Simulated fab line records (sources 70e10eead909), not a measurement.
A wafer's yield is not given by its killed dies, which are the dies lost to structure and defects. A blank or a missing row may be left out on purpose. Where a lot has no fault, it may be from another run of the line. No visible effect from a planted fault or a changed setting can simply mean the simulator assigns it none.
Check of tool commonality | flow nand_harc | 3 lots and 9 wafers in the sample

== THE REASON FOR OPENING IT ==
Flagged at NHARC_END_SORT_01: reading killed_at_array, on 3 of 3 lots. Wafers without a fault read 59, standard deviation 20.
Rule: flag the lot when none of its wafers has a number, or when each of its wafers that has one lies beyond 4 standard deviations from that mean. The rest of the lots are taken to be sound.

lot  | measured     | on        | killed_at_array, wafer by wafer | flag
L327 | day 27 10:31 | prober-02 | 674 674 672                     | FLAGGED
L326 | day 27 21:34 | prober-01 | 677 676 676                     | FLAGGED
L328 | day 27 22:22 | prober-02 | 674 674 673                     | FLAGGED
Average over the flagged lots: 674; offset from the usual +615, equal to +31 standard deviations.

== WHICH TOOL EACH LOT WENT THROUGH ==
4 process steps preceding the reading are held in the record, out of 1302 steps in the route. Read each cell as the tool, then ch plus the chambers that the sampled wafers visited, then the start.
lot  | flag    | NHARC_A_STAIRCASE_STRIP_175          | NHARC_A_STAIRCASE_ETCH_190         | NHARC_A_STAIRCASE_TRIM_196         | NHARC_A_STAIRCASE_ETCH_203
L327 | FLAGGED | plasma_asher-02 ch 1, day 19 04:14   | rie_diel-02 ch 0,2, day 19 06:04   | rie_diel-02 ch 0,1,3, day 19 06:41 | rie_diel-02 ch 1,3, day 27 10:31 or earlier
L326 | FLAGGED | plasma_asher-02 ch 0,1, day 19 12:54 | rie_diel-13 ch 0,1,2, day 19 14:47 | rie_diel-02 ch 0,1, day 19 15:25   | rie_diel-02 ch 0,1,3, day 27 21:34 or earlier
L328 | FLAGGED | plasma_asher-01 ch 0,1, day 19 19:40 | rie_diel-02 ch 0,1,3, day 19 21:29 | rie_diel-13 ch 0,1,2, day 19 22:38 | rie_diel-13 ch 0,2, day 27 22:22 or earlier
What these steps do:
- NHARC_A_STAIRCASE_STRIP_175: strips in O2.
- NHARC_A_STAIRCASE_ETCH_190: etches the open film in C4F8/O2, target depth 100 nm, time 40.5 s.
- NHARC_A_STAIRCASE_TRIM_196: chemistry O2, time 211.2 s.
- NHARC_A_STAIRCASE_ETCH_203: etches the open film in C4F8/O2, target depth 100 nm, time 40.5 s.
- NHARC_END_SORT_01

== FLAGGED AGAINST TOTAL, ONE TOOL AT A TIME (gauges that did the reading follow at the end) ==
step                        | tool            | lots run | flagged | share of the flagged lots | sound lots run after its first flagged lot
NHARC_A_STAIRCASE_STRIP_175 | plasma_asher-01 | 1        | 1       | some                      | 0
NHARC_A_STAIRCASE_STRIP_175 | plasma_asher-02 | 2        | 2       | some                      | 0
NHARC_A_STAIRCASE_ETCH_190  | rie_diel-02     | 2        | 2       | some                      | 0
NHARC_A_STAIRCASE_ETCH_190  | rie_diel-13     | 1        | 1       | some                      | 0
NHARC_A_STAIRCASE_TRIM_196  | rie_diel-02     | 2        | 2       | some                      | 0
NHARC_A_STAIRCASE_TRIM_196  | rie_diel-13     | 1        | 1       | some                      | 0
NHARC_A_STAIRCASE_ETCH_203  | rie_diel-02     | 2        | 2       | some                      | 0
NHARC_A_STAIRCASE_ETCH_203  | rie_diel-13     | 1        | 1       | some                      | 0
NHARC_END_SORT_01           | prober-01       | 1        | 1       | some                      | 0
NHARC_END_SORT_01           | prober-02       | 2        | 2       | some                      | 0
With no start given for some of its lots, NHARC_A_STAIRCASE_ETCH_203 uses the hours and lot order of NHARC_END_SORT_01.

== WHAT IS ALLOWED BY THE TABLE ==
No row of the table ran every flagged lot.

== WHAT THE SIMULATOR PUT IN ==
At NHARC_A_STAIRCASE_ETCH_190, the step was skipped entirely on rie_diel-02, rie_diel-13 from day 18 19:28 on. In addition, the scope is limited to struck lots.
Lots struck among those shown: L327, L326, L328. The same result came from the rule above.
